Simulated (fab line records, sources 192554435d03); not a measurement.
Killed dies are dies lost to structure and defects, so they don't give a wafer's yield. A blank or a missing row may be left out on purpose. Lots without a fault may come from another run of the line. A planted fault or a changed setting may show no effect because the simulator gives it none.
Chamber matching | flow n5_finfet | N5_GATE_CUT_PECVD_57 on pecvd-03: 3 sister chambers
The step deposits SiNx from SiH4/NH3/N2, target thk 21 nm. 3 wafers are shown with their chamber, then 7 later ones without.

WAFERS WITH THEIR CHAMBER
wafer  | chamber | throttle_valve_pct (%)
L082.5 | 2       | 42.5
L087.3 | 0       | 39.1
L087.5 | 1       | 40.7

WAFERS WITHOUT THEIR CHAMBER
wafer  | throttle_valve_pct (%)
L087.6 | 42.4
L088.1 | 39.4
L088.2 | 42.4
L088.5 | 39.3
L089.1 | 40.8
L089.3 | 39.2
L089.4 | 40.8

WHICH CHAMBER EACH WENT THROUGH
wafer  | from the rows above | in truth
L087.6 | 2                   | 2
L088.1 | 0                   | 0
L088.2 | 2                   | 2
L088.5 | 0                   | 0
L089.1 | 1                   | 1
L089.3 | 0                   | 0
L089.4 | 1                   | 1
Placed correctly: 7 of 7. Can't be placed from these rows: 0. Placed wrongly: 0.
How it was worked out, from the rows above alone: a wafer's distance from a chamber is the root of the sum, over the readings, of the square of ((its reading less the chamber's mean) divided by the reading's scatter). The wafer belongs to the nearest chamber; if the next one is less than 2 further off, it can't be placed. A chamber's mean is the mean of its shown wafers. The scatter: with one shown wafer a chamber, the root of the mean of the squares of how far each hidden wafer lies from its nearest shown one.
